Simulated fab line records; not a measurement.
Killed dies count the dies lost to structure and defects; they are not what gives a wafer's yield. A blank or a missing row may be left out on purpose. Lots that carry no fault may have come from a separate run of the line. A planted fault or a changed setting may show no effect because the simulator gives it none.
A lot that was struck, set against a sound lot    flow nandHarc    13 out of 1302 route steps
Sound: the wafers L348.1, L348.2, L348.3. Struck: wafer L347.2; the same lot's L347.3 was not struck, so it is left out; see the end for the cause.
Each step with rows lists, per side, the tool, then ch with its chambers, then its first start. Under that, the readings that differ: sound wafers    struck wafers    difference of the means    sigmas: that difference in standard deviations of wafers without a fault.
alike: same words and numbers on both sides, and readings whose means sit less than 2 such deviations apart. not compared: any withheld reading, any reading some wafer has no value for, any bound like >300 that may hide the same value, and any number with overlapping values for which the record gives no deviation.
A row with sigmas, a row that says differs or no value, or rows on one side alone: a step with any of these is where the two part. Non-overlapping numbers with no deviation appear without sigmas and do not part them. Lack of a reading on every wafer of one side parts them only where that side has two or more wafers.

first, 1 step without rows for these wafers: NHARC_A_SLIT_SRD_20.
NHARC_A_SLIT_CD_MEAS_21:
  sound: cdSem-01 at day 29 09:23; struck: cdSem-01 at day 28 19:38
  alike: cdNm
then, 3 steps without rows for these wafers: NHARC_A_SIN_REMOVE_WET_00 (chemistry H3PO4, time 15300 s); NHARC_A_SIN_REMOVE_PRECLEAN_01 (cleans in SC1); NHARC_A_SIN_REMOVE_SRD_02.
NHARC_A_SIN_REMOVE_INSPECT_04:
  sound: defectInspect-01 at day 29 15:59; struck: defectInspect-01 at day 29 02:35
  alike: rawDefectCount
NHARC_A_WL_FILL_ALD_00: deposits Al2O3, target thk 3 nm, pulse time 3 s, ald cycles 30.
  sound on aldHk-04 ch 0,2,3, day 29 16:04; struck on aldHk-02 ch 3, day 29 02:39
reading             sound     struck  difference  sigmas
sinceWetCleanH (h)  66 66 66  133     +67         
  alike: heaterPowerW, precursorPulseHeightRel
NHARC_A_WL_FILL_RTA_01: time 5 s.
  sound on rtpAnneal-01 ch 0, day 29 16:20; struck on rtpAnneal-02 ch 0, day 29 02:59
  alike: lampPowerPct, wafer_temp_C_max
NHARC_A_WL_FILL_ALD_02: deposits TiN, target thk 2 nm, pulse time 3 s, ald cycles 100.
  sound on aldMetal-02 ch 0,2,3, day 29 16:32; struck on aldMetal-02 ch 2, day 29 03:19
reading             sound     struck  difference  sigmas
sinceWetCleanH (h)  69 69 69  55      -14         
  alike: heaterPowerW, precursorPulseHeightRel
NHARC_A_WL_FILL_CVD_03: deposits W, target thk 40 nm, time 279 s.
  sound on cvdW-02 ch 0,1, day 29 16:59; struck on cvdW-02 ch 1, day 29 03:48
  alike: heaterPowerW, mfcH2Sccm, throttleValvePct
  not compared: sinceWetCleanH
NHARC_A_WL_FILL_ETCHBACK_04: etches the open film in NF3, target depth 60 nm, time 120 s.
  sound on rieMetal-03 ch 0,1, day 29 17:21; struck on rieMetal-01 ch 0, day 29 04:09
reading                   sound              struck  difference  sigmas
drypumpMotorCurrentA (A)  4.8 5.3 5.3        6.0     +0.9        +2
oesProductAu (a.u.)       1.002 1.005 1.004  1.024   +0.020      +2
runLengthS (s)            140.8 140.9 140.8  102.5   -38.3       -80
  not compared: rfHoursCounterH
NHARC_A_WL_FILL_ETCHBACK_05: etches the open film in Cl2/BCl3, target depth 22 nm, time 60 s.
  sound on rieMetal-03 ch 0,1, day 29 17:36; struck on rieMetal-01 ch 0, day 29 04:22
reading                   sound              struck  difference  sigmas
drypumpMotorCurrentA (A)  5.3 4.8 4.8        6.0     +1.0        +2
oesProductAu (a.u.)       0.994 0.999 0.996  1.026   +0.030      +3
  alike: runLengthS, tempC
  not compared: rfHoursCounterH
-- record jumps: 4 days between struck wafers' starts before vs after; left off in module A_WL_FILL, resumes in module END, first step shown is number 1302 of the route --
NHARC_END_SORT_01:
  the record has rows for the struck wafers here (prober-02 ch 0, day 33 03:28) and none for the sound ones

## WHERE THEY PART
Earliest at NHARC_A_WL_FILL_ETCHBACK_04; latest, in this record, at NHARC_END_SORT_01.

WHY: what the simulator had put in
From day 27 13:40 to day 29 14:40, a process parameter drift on rieMetal-01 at NHARC_A_WL_FILL_ETCHBACK_04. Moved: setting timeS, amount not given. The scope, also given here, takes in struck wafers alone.
